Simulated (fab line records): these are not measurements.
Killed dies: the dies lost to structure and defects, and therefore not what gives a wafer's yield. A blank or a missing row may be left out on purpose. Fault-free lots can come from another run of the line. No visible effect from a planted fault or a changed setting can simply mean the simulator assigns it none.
Matching of chambers ; flow nand-harc ; cmp-02 running NHARC_P_BONDPAD_CMP_32: 4 sister chambers
The step polishes SiCN, target thk 200 nm. 8 wafers are shown with their chamber, then 11 later ones without.

WAFERS, EACH WITH ITS CHAMBER
wafer;chamber;motor-current-A (A)
L081.5;2;11.9
L082.1;2;11.5
L088.5;0;10.6
L088.6;1;13.2
L089.1;1;13.3
L089.2;0;11.1
L089.4;3;13.2
L091.2;3;13.3

WAFERS WITH NO CHAMBER GIVEN
wafer;motor-current-A (A)
L091.3;13.4
L091.4;10.9
L094.1;13.6
L094.2;12.2
L094.4;10.6
L095.1;11.9
L095.3;11.2
L095.4;13.5
L097.3;11.6
L097.4;13.9
L097.5;11.0

WHICH CHAMBER EACH WENT THROUGH
wafer;from the rows above;in truth
L091.3;can't be placed: 1 or 3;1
L091.4;0;0
L094.1;can't be placed: 1 or 3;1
L094.2;2;2
L094.4;0;0
L095.1;2;2
L095.3;can't be placed: 0 or 2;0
L095.4;can't be placed: 1 or 3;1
L097.3;2;2
L097.4;can't be placed: 1 or 3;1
L097.5;0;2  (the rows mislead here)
5 of 11 placed correctly. Cannot be placed on the basis of these rows: 5; the candidates contain the true chamber in 5. Placed wrongly: 1.
How it was worked out, from the rows above alone: a wafer's distance from a chamber is the root of the sum, over the readings, of the square of ((its reading less the chamber's mean) divided by the reading's scatter). The wafer belongs to the nearest chamber; if the next one is less than 2 further off, it can't be placed. For every chamber, the mean is computed from those of its wafers that are shown. How the scatter is found: for the shown wafers, subtract from each reading the mean of its chamber, square and add these, divide the total by (wafers less chambers), then take the root.
